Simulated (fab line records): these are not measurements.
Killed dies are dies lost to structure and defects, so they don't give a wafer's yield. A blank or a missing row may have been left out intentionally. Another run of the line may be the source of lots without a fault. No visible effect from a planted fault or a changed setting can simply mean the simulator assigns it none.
What tool caused it?	flow n5_finfet	24 lots, 72 wafers sampled, at 6 steps of a route of 1938

## WHAT THE GAUGES READ, wafer by wafer
N5_STI_FIN_REVEAL_THK_MEAS_05. Usual: 131.7 nm for thk_nm, sd 1.1.
lot	measured	on	thk_nm (nm)	flag
L074	day 2 08:30	film_metro-01	132.0 133.0 132.8	
L075	day 2 16:44	film_metro-02	131.3 130.9 130.8	
L076	day 2 23:02	film_metro-02	131.1 131.1 130.7	
L077	day 3 04:10	film_metro-01	131.2 132.3 132.2	
L078	day 3 09:53	film_metro-02	132.5 132.6 130.9	
L079	day 3 15:22	film_metro-02	135.9 133.5 134.1	
L080	day 3 23:06	film_metro-02	131.7 132.5 131.4	
L081	day 4 04:28	film_metro-01	131.1 130.0 131.2	
L082	day 4 12:26	film_metro-01	133.0 130.9 132.8	
L083	day 4 18:31	film_metro-02	131.4 131.4 130.8	
L084	day 5 01:18	film_metro-01	130.0 129.3 129.7	
L085	day 5 06:10	film_metro-02	132.7 131.7 132.3	
L086	day 5 10:09	film_metro-01	131.3 129.7 130.9	
L087	day 5 17:31	film_metro-01	131.0 129.2 131.1	
L088	day 5 21:50	film_metro-02	133.0 131.3 132.0	
L089	day 6 03:47	film_metro-01	132.6 132.0 131.2	
L090	day 6 17:19	film_metro-02	129.8 131.8 130.9	
L091	day 6 22:39	film_metro-02	130.1 132.9 131.2	
L092	day 6 23:29	film_metro-01	132.5 131.2 132.0	
L093	day 7 08:21	film_metro-02	133.0 133.6 132.8	
L094	day 7 11:33	film_metro-02	130.3 130.7 131.0	
L095	day 7 15:47	film_metro-02	132.4 132.0 132.8	
L096	day 7 22:47	film_metro-01	132.6 132.6 133.0	
L097	day 8 04:16	film_metro-02	132.3 132.2 132.5	

N5_DUMMY_GATE_CD_MEAS_24: target cd 15 nm. Usual: 15.0 nm for cd_nm, sd 0.31.
lot	measured	on	cd_nm (nm)	flag
L074	day 2 21:24	cd_sem-01	14.8 15.1 14.8	
L075	day 3 05:31	cd_sem-03	15.2 14.9 14.6	
L076	day 3 13:39	cd_sem-01	15.4 15.0 15.3	
L077	day 3 18:09	cd_sem-03	14.7 14.6 15.1	
L078	day 3 22:47	cd_sem-01	14.9 14.4 14.5	
L079	day 4 04:20	cd_sem-02	15.5 15.0 14.9	
L080	day 4 13:02	cd_sem-03	14.5 15.3 14.6	
L081	day 4 17:17	cd_sem-03	15.2 14.9 15.2	
L082	day 5 04:19	cd_sem-02	15.1 15.1 14.4	
L083	day 5 08:26	cd_sem-02	15.2 14.9 14.8	
L084	day 5 14:43	cd_sem-03	14.8 15.0 14.7	
L085	day 5 19:32	cd_sem-02	15.0 14.6 15.0	
L086	day 5 22:58	cd_sem-01	15.0 15.1 15.1	
L087	day 6 06:20	cd_sem-02	15.2 14.4 15.0	
L088	day 6 11:06	cd_sem-02	14.5 14.8 15.5	
L089	day 6 17:17	cd_sem-03	15.5 15.1 15.0	
L090	day 7 06:15	cd_sem-02	14.7 15.4 14.9	
L091	day 7 11:56	cd_sem-03	14.9 14.5 15.0	
L092	day 7 13:58	cd_sem-02	15.2 15.4 15.8	
L093	day 7 23:59	cd_sem-01	14.8 14.9 15.4	
L094	day 8 02:59	cd_sem-03	14.9 15.2 14.4	
L095	day 8 06:47	cd_sem-03	15.6 15.1 15.5	
L096	day 8 14:53	cd_sem-03	14.9 14.9 15.1	
L097	day 8 21:55	cd_sem-03	15.1 15.2 14.5	

## WHICH TOOL RAN EACH LOT (tool, then ch and the chambers of the sampled wafers, then the start)
lot	N5_FIN_CUT_CUT_ETCH_28	N5_FIN_CUT_STRIP_22	N5_STI_FIN_REVEAL_ALD_14	N5_DUMMY_GATE_CMP_04
L074	rie_si-04 ch 2,3, day 2 02:47	rie_diel-05 ch 0,2,3, day 2 02:51	ald_sin-02 ch 0,1, day 2 03:06	cmp-02 ch 0,1,3, day 2 15:44
L075	rie_si-05 ch 1,2, day 2 11:03	rie_diel-06 ch 2,3, day 2 11:08	ald_sin-01 ch 0,1, day 2 11:23	cmp-02 ch 0,1,2, day 3 00:01
L076	rie_si-01 ch 1,3, day 2 16:59	rie_diel-06 ch 1, day 2 17:02	ald_sin-02 ch 0,3, day 2 17:42	cmp-01 ch 0,1,3, day 3 07:26
L077	rie_si-04 ch 1,3, day 2 21:53	rie_diel-05 ch 0,1,2, day 2 21:58	ald_sin-03 ch 0,1,2, day 2 22:14	cmp-04 ch 0,3, day 3 12:35
L078	rie_si-01 ch 0,1,3, day 3 03:36	rie_diel-05 ch 0,1,2, day 3 03:40	ald_sin-02 ch 0,1,2, day 3 03:55	cmp-02 ch 0,2,3, day 3 17:09
L079	rie_si-05 ch 1,3, day 3 09:41	rie_diel-02 ch 0,2,3, day 3 09:46	ald_sin-03 ch 0,1, day 3 10:01	cmp-01 ch 0,3, day 3 22:47
L080	rie_si-05 ch 2,3, day 3 17:26	rie_diel-06 ch 1,2,3, day 3 17:30	ald_sin-01 ch 0,1,2, day 3 17:45	cmp-01 ch 2,3, day 4 06:29
L081	rie_si-01 ch 0,1, day 3 22:49	rie_diel-05 ch 0,2,3, day 3 22:53	ald_sin-03 ch 0,1,3, day 3 23:07	cmp-02 ch 0,1, day 4 11:46
L082	rie_si-01 ch 1,3, day 4 05:49	rie_diel-05 ch 1,2,3, day 4 05:53	ald_sin-03 ch 0,2,3, day 4 06:08	cmp-02 ch 0,3, day 4 22:37
L083	rie_si-05 ch 0,3, day 4 12:39	rie_diel-02 ch 2,3, day 4 12:49	ald_sin-02 ch 1,2, day 4 13:11	cmp-04 ch 1,3, day 5 02:53
L084	rie_si-05 ch 0,1, day 4 19:00	rie_diel-06 ch 0,2,3, day 4 19:06	ald_sin-02 ch 2,3, day 4 19:58	cmp-01 ch 0,2,3, day 5 08:33
L085	rie_si-04 ch 1,2,3, day 5 00:31	rie_diel-05 ch 0,1,2, day 5 00:35	ald_sin-02 ch 0,1,3, day 5 00:50	cmp-04 ch 1,3, day 5 13:32
L086	rie_si-04 ch 2,3, day 5 04:25	rie_diel-06 ch 0,3, day 5 04:34	ald_sin-03 ch 1,2, day 5 04:49	cmp-02 ch 0,1,2, day 5 17:25
L087	rie_si-01 ch 0,2,3, day 5 10:35	rie_diel-06 ch 0,1,2, day 5 10:43	ald_sin-01 ch 0,2,3, day 5 11:34	cmp-02 ch 0,1,2, day 6 00:46
L088	rie_si-01 ch 1,3, day 5 15:58	rie_diel-06 ch 1,2,3, day 5 16:02	ald_sin-03 ch 1,2, day 5 16:30	cmp-02 ch 0,1,2, day 6 05:28
L089	rie_si-01 ch 0,1,2, day 5 22:08	rie_diel-06 ch 0,2,3, day 5 22:13	ald_sin-01 ch 0,2,3, day 5 22:28	cmp-04 ch 0,1,2, day 6 11:26
L090	rie_si-01 ch 0,2,3, day 6 11:39	rie_diel-05 ch 0,1,3, day 6 11:43	ald_sin-02 ch 1,2,3, day 6 11:58	cmp-04 ch 0,1,2, day 7 00:31
L091	rie_si-05 ch 0,2,3, day 6 17:00	rie_diel-02 ch 2,3, day 6 17:04	ald_sin-03 ch 1,3, day 6 17:19	cmp-04 ch 0,1,2, day 7 06:22
L092	rie_si-05 ch 0,3, day 6 17:49	rie_diel-06 ch 0,3, day 6 17:53	ald_sin-02 ch 1,2,3, day 6 18:08	cmp-04 ch 1,3, day 7 08:26
L093	rie_si-01 ch 1,2, day 7 01:56	rie_diel-02 ch 0,1,2, day 7 01:59	ald_sin-03 ch 2,3, day 7 02:14	cmp-01 ch 0,2,3, day 7 17:30
L094	rie_si-01 ch 0,1,2, day 7 05:53	rie_diel-06 ch 2,3, day 7 05:58	ald_sin-03 ch 0,2,3, day 7 06:12	cmp-04 ch 0,1,3, day 7 19:13
L095	rie_si-01 ch 0,1, day 7 10:04	rie_diel-02 ch 0,1,2, day 7 10:10	ald_sin-01 ch 0,1, day 7 10:25	cmp-01 ch 0,3, day 7 23:08
L096	rie_si-05 ch 0,2,3, day 7 17:00	rie_diel-05 ch 1,2,3, day 7 17:04	ald_sin-02 ch 0,2, day 7 17:22	cmp-02 ch 1,3, day 8 07:22
L097	rie_si-01 ch 0,2,3, day 7 22:09	rie_diel-05 ch 1,2, day 7 22:29	ald_sin-02 ch 1,2, day 7 22:44	cmp-02 ch 0,2,3, day 8 13:56
- N5_FIN_CUT_CUT_ETCH_28: etches Si in HBr/Cl2/O2, target depth 6 nm, time 2.4 s.
- N5_FIN_CUT_STRIP_22: strips in N2/H2.
- N5_STI_FIN_REVEAL_ALD_14: deposits Si3N4, target thk 3 nm.
- N5_DUMMY_GATE_CMP_04: polishes a-Si.

## WHAT THE TOOLS THEMSELVES READ (means of the sampled wafers that have a number; where no wafer has one, the mark that the record gives instead)
N5_FIN_CUT_CUT_ETCH_28. Usual: drypump_motor_current_A 5.8 A, standard deviation 0.32; oes_product_au 0.994 a.u., standard deviation 0.019; throttle_valve_pct 37.22 %, standard deviation 0.17.
lot	tool	drypump_motor_current_A (A)	oes_product_au (a.u.)	throttle_valve_pct (%)	flag
L074	rie_si-04	5.6	1.003	37.30	
L075	rie_si-05	5.4	1.007	37.04	
L076	rie_si-01	6.1	0.993	37.12	
L077	rie_si-04	6.1	0.998	37.54	
L078	rie_si-01	6.1	0.981	37.12	
L079	rie_si-05	5.4	1.015	37.09	
L080	rie_si-05	5.5	0.998	37.04	
L081	rie_si-01	6.2	0.995	37.16	
L082	rie_si-01	6.1	0.982	37.06	
L083	rie_si-05	5.9	0.998	37.22	
L084	rie_si-05	5.7	1.009	37.22	
L085	rie_si-04	5.8	1.000	37.41	
L086	rie_si-04	5.5	1.003	37.29	
L087	rie_si-01	5.8	0.976	37.22	
L088	rie_si-01	6.1	0.988	37.12	
L089	rie_si-01	5.9	0.986	37.28	
L090	rie_si-01	5.8	0.978	37.21	
L091	rie_si-05	5.7	0.997	37.14	
L092	rie_si-05	5.7	0.997	37.16	
L093	rie_si-01	6.0	0.999	37.27	
L094	rie_si-01	5.9	0.985	37.26	
L095	rie_si-01	6.2	0.994	37.16	
L096	rie_si-05	5.7	0.995	37.14	
L097	rie_si-01	5.8	0.972	37.23	

N5_FIN_CUT_STRIP_22. Usual: drypump_motor_current_A 5.8 A, standard deviation 0.48; oes_product_au 0.78 a.u., standard deviation 0.07; power_w 500.3 W, standard deviation 1.4; rf_vpp_V 54.3 V, standard deviation 2.1; showerhead_plenum_p_Torr 3.35 Torr, standard deviation 0.11; throttle_valve_pct 19.1 %, standard deviation 0.38.
lot	tool	drypump_motor_current_A (A)	oes_product_au (a.u.)	power_w (W)	rf_vpp_V (V)	showerhead_plenum_p_Torr (Torr)	throttle_valve_pct (%)	flag
L074	rie_diel-05	5.6	0.73	499.7	54.5	3.30	19.3	
L075	rie_diel-06	6.5	0.82	500.9	55.3	3.35	18.6	
L076	rie_diel-06	5.5	0.77	500.5	54.8	3.24	19.1	
L077	rie_diel-05	5.6	0.76	500.9	53.8	3.40	19.3	
L078	rie_diel-05	5.6	0.77	500.9	55.1	3.40	19.3	
L079	rie_diel-02	5.6	0.74	500.1	53.8	3.31	18.8	
L080	rie_diel-06	6.2	0.81	500.7	54.0	3.29	18.8	
L081	rie_diel-05	5.6	0.73	501.0	53.8	3.29	19.3	
L082	rie_diel-05	5.6	0.75	502.1	55.4	3.35	19.5	
L083	rie_diel-02	6.1	0.75	502.2	53.3	3.39	18.6	
L084	rie_diel-06	6.3	0.84	500.3	52.0	3.36	18.6	
L085	rie_diel-05	5.6	0.75	500.5	53.9	3.39	19.3	
L086	rie_diel-06	6.3	0.87	501.1	56.2	3.33	18.7	
L087	rie_diel-06	5.9	0.82	499.3	54.2	3.34	18.8	
L088	rie_diel-06	6.2	0.81	499.2	54.6	3.29	18.8	
L089	rie_diel-06	6.3	0.85	500.9	56.5	3.36	18.6	
L090	rie_diel-05	5.7	0.72	501.5	53.3	3.33	19.4	
L091	rie_diel-02	5.6	0.77	500.1	55.0	3.32	18.6	
L092	rie_diel-06	6.0	0.87	500.9	55.1	3.38	18.7	
L093	rie_diel-02	5.3	0.85	501.5	56.0	3.45	19.0	
L094	rie_diel-06	6.6	0.81	500.0	53.9	3.30	18.7	
L095	rie_diel-02	5.3	0.84	499.9	53.5	3.45	19.0	
L096	rie_diel-05	5.7	0.73	500.0	52.5	3.34	19.5	
L097	rie_diel-05	5.7	0.74	501.0	54.8	3.44	19.6	

N5_STI_FIN_REVEAL_ALD_14. Usual: 861 W for heater_power_w, sd 78.
lot	tool	heater_power_w (W)	flag
L074	ald_sin-02	900	
L075	ald_sin-01	923	
L076	ald_sin-02	939	
L077	ald_sin-03	849	
L078	ald_sin-02	879	
L079	ald_sin-03	803	
L080	ald_sin-01	871	
L081	ald_sin-03	814	
L082	ald_sin-03	819	
L083	ald_sin-02	853	
L084	ald_sin-02	858	
L085	ald_sin-02	917	
L086	ald_sin-03	856	
L087	ald_sin-01	845	
L088	ald_sin-03	853	
L089	ald_sin-01	867	
L090	ald_sin-02	895	
L091	ald_sin-03	803	
L092	ald_sin-02	883	
L093	ald_sin-03	804	
L094	ald_sin-03	800	
L095	ald_sin-01	991	
L096	ald_sin-02	887	
L097	ald_sin-02	851	

N5_DUMMY_GATE_CMP_04. Usual: motor_current_A 10.3 A, standard deviation 1.1; time_to_endpoint_s 13.6 s, standard deviation 2.1.
lot	tool	motor_current_A (A)	time_to_endpoint_s (s)	flag
L074	cmp-02	10.2	13.6	
L075	cmp-02	9.6	10.7	
L076	cmp-01	11.0	15.0	
L077	cmp-04	9.6	15.1	
L078	cmp-02	10.4	12.2	
L079	cmp-01	10.6	12.4	
L080	cmp-01	11.1	11.4	
L081	cmp-02	9.4	12.1	
L082	cmp-02	11.5	14.8	
L083	cmp-04	10.9	14.4	
L084	cmp-01	10.9	15.6	
L085	cmp-04	10.5	11.6	
L086	cmp-02	9.5	11.2	
L087	cmp-02	9.4	14.5	
L088	cmp-02	9.6	12.7	
L089	cmp-04	10.2	12.0	
L090	cmp-04	10.2	13.6	
L091	cmp-04	10.0	15.5	
L092	cmp-04	10.5	12.6	
L093	cmp-01	11.0	13.9	
L094	cmp-04	10.6	13.6	
L095	cmp-01	10.5	16.9	
L096	cmp-02	11.9	15.7	
L097	cmp-02	10.3	14.3	

## THE ANSWER, worked out from the rows above alone
Rule: take the mean of a lot's wafers that have a number; if it is more than 3 standard deviations from the usual mean, the lot is off. Also off: a lot with no number at a reading for which 4 or more lots have one. Where the step has rows for the other lots, those lots are counted as sound. Order of review: gauges by route order, followed by the tools' own readings, for which a lot's mean as printed above is used. The first step at which some lot is off is used, and at that step the reading that is off furthest; a lot without a number counts as furthest.
None of the lots is off at any reading shown; this tells nothing.

## WHAT THE SIMULATOR PUT IN
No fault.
